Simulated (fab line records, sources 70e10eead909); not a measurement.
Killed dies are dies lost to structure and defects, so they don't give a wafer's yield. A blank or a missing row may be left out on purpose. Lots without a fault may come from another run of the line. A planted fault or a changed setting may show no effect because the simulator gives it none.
Which tool did it? | flow nand_harc | 15 lots, 45 wafers sampled, at 5 steps of a route of 1302

WHAT THE GAUGES READ, wafer by wafer
NHARC_A_BONDPAD_THK_MEAS_20: measures by xrf.
lot  | measured     | on            | thk_nm (nm)
L995 | day 23 09:35 | film_metro-01 | 169.8 169.6 168.2
L997 | day 23 20:46 | film_metro-02 | 170.0 169.3 168.3
L998 | day 24 10:10 | film_metro-02 | 169.4 170.5 168.9
L999 | day 24 12:32 | film_metro-01 | 171.9 171.6 169.7
L100 | day 24 23:50 | film_metro-01 | 173.5 172.2 171.1
L101 | day 25 10:56 | film_metro-01 | 169.1 168.5 168.5
L102 | day 25 15:04 | film_metro-02 | 170.3 168.6 169.2
L103 | day 26 16:40 | film_metro-01 | 167.7 167.5 169.7
L104 | day 27 01:32 | film_metro-02 | 171.4 169.9 171.2
L105 | day 27 07:08 | film_metro-02 | 170.6 169.4 168.4
L106 | day 27 15:16 | film_metro-01 | 165.7 169.6 169.1
L107 | day 27 14:44 | film_metro-02 | 172.7 171.5 168.7
L114 | day 31 10:56 | film_metro-01 | 169.6

NHARC_END_SORT_01.
lot  | measured     | on        | killed_at_array | killed_at_other | killed_at_periphery | killed_dies | killed_open | killed_short
L113 | day 32 05:50 | prober-01 | 60 48 44        | 0 1 0           | 617 628 633         | 677 677 677 | 1 0 2       | 2 1 0
L114 | day 33 04:20 | prober-02 | 90 97 89        | 1 0 1           | 586 580 0           | 677 677 90  | 4 3 2       | 4 2 4
L115 | day 32 22:00 | prober-01 | 37 27 28        | 0 0 1           | 640 650 648         | 677 677 677 | 7 7 5       | 1 1 0

WHICH TOOL RAN EACH LOT (tool, then ch and the chambers of the sampled wafers, then the start)
lot  | NHARC_P_STI_HDPCVD_20          | NHARC_A_BONDPAD_ANNEAL_28        | NHARC_THIN_TSV_CMP_01
L995 | hdpcvd-01 ch 0,1, day 3 06:20  | rtp_anneal-02 ch 0, day 23 08:55 | cmp-04 ch 1,2, day 23 21:59
L997 | hdpcvd-01 ch 0,1, day 3 23:34  | rtp_anneal-01 ch 0, day 23 20:11 | cmp-04 ch 0,2, day 24 07:58
L998 | hdpcvd-01 ch 0,1, day 4 12:57  | rtp_anneal-01 ch 0, day 24 09:31 | cmp-03 ch 0,1,2, day 24 22:30
L999 | hdpcvd-01 ch 0,1, day 4 21:52  | rtp_anneal-01 ch 0, day 24 11:55 | cmp-03 ch 0,3, day 24 21:16
L100 | hdpcvd-01 ch 0,1, day 5 05:47  | rtp_anneal-02 ch 0, day 24 23:13 | cmp-04 ch 1,2,3, day 25 13:18
L101 | hdpcvd-01 ch 0, day 5 21:16    | rtp_anneal-02 ch 0, day 25 10:19 | cmp-04 ch 1,2, day 25 22:05
L102 | hdpcvd-01 ch 0,1, day 6 02:20  | rtp_anneal-01 ch 0, day 25 14:25 | cmp-03 ch 0,2,3, day 26 06:08
L103 | hdpcvd-01 ch 0,1, day 6 16:52  | rtp_anneal-02 ch 0, day 26 15:59 | cmp-04 ch 0,1,3, day 27 03:55
L104 | hdpcvd-01 ch 0, day 6 22:01    | rtp_anneal-01 ch 0, day 27 00:53 | cmp-03 ch 0,1, day 27 12:40
L105 | hdpcvd-01 ch 0,1, day 7 10:20  | rtp_anneal-02 ch 0, day 27 06:31 | cmp-02 ch 0,1, day 27 18:14
L106 | hdpcvd-01 ch 0,1, day 7 18:01  | rtp_anneal-02 ch 0, day 27 14:40 | cmp-02 ch 1,2,3, day 28 06:34
L107 | hdpcvd-01 ch 0,1, day 8 07:40  | rtp_anneal-01 ch 0, day 27 14:08 | cmp-04 ch 0,2, day 28 05:17
L113 | hdpcvd-01 ch 0, day 11 00:13   | -                                | -
L114 | hdpcvd-01 ch 0,1, day 11 06:30 | rtp_anneal-01 ch 0, day 31 10:32 | cmp-03 ch 0, day 32 03:07
L115 | hdpcvd-01 ch 0, day 11 12:13   | -                                | -
- NHARC_P_STI_HDPCVD_20: deposits SiO2.
- NHARC_A_BONDPAD_ANNEAL_28: time 90 s.
- NHARC_THIN_TSV_CMP_01: polishes.

WHAT THE TOOLS THEMSELVES READ (means of the sampled wafers that have a number; where no wafer has one, the mark that the record gives instead)
NHARC_A_BONDPAD_ANNEAL_28.
lot  | tool          | wafer_temp_C_max
L995 | rtp_anneal-02 | 226.5
L997 | rtp_anneal-01 | 226.1
L998 | rtp_anneal-01 | 225.8
L999 | rtp_anneal-01 | 226.1
L100 | rtp_anneal-02 | 226.5
L101 | rtp_anneal-02 | 226.1
L102 | rtp_anneal-01 | 226.2
L103 | rtp_anneal-02 | 226.1
L104 | rtp_anneal-01 | 226.1
L105 | rtp_anneal-02 | 226.6
L106 | rtp_anneal-02 | 226.3
L107 | rtp_anneal-01 | 226.3
L114 | rtp_anneal-01 | 225.7

NHARC_THIN_TSV_CMP_01.
lot  | tool   | motor_current_A (A) | slurry_flow_ml_min
L995 | cmp-04 | 12.3                | 150.7
L997 | cmp-04 | 10.2                | 150.2
L998 | cmp-03 | 11.5                | 149.3
L999 | cmp-03 | 12.0                | 150.2
L100 | cmp-04 | 12.3                | 149.9
L101 | cmp-04 | 11.9                | 150.7
L102 | cmp-03 | 11.9                | 150.1
L103 | cmp-04 | 12.1                | 150.1
L104 | cmp-03 | 12.0                | 149.9
L105 | cmp-02 | 13.2                | 150.2
L106 | cmp-02 | 12.3                | 149.3
L107 | cmp-04 | 10.6                | 149.5
L114 | cmp-03 | 11.7                | 149.9

THE ANSWER, worked out from the rows above alone
Rule: what is usual is taken from the lots themselves. Put in order of their means at a reading, lots are off if they are a third of the lots or fewer, leave a main group of 4 or more, and stand apart from it by a gap of 3 or more times the standard deviation of the main group's means; of several such gaps the widest counts. A main group whose means are all the same, to the digits that the tables above print for the reading, isn't used. A lot without any number at a reading at which 4 lots or more have one is off too. The other lots that the step has rows for count as sound. The gauges are gone through in route order, then the tools' own readings, and for those a lot's mean is taken as printed above. The first step at which some lot is off is used, and at that step the reading that is off furthest; a lot without a number counts as furthest.
No lot is off at any reading shown: from this, nothing can be told.

WHAT THE SIMULATOR HAD PUT IN
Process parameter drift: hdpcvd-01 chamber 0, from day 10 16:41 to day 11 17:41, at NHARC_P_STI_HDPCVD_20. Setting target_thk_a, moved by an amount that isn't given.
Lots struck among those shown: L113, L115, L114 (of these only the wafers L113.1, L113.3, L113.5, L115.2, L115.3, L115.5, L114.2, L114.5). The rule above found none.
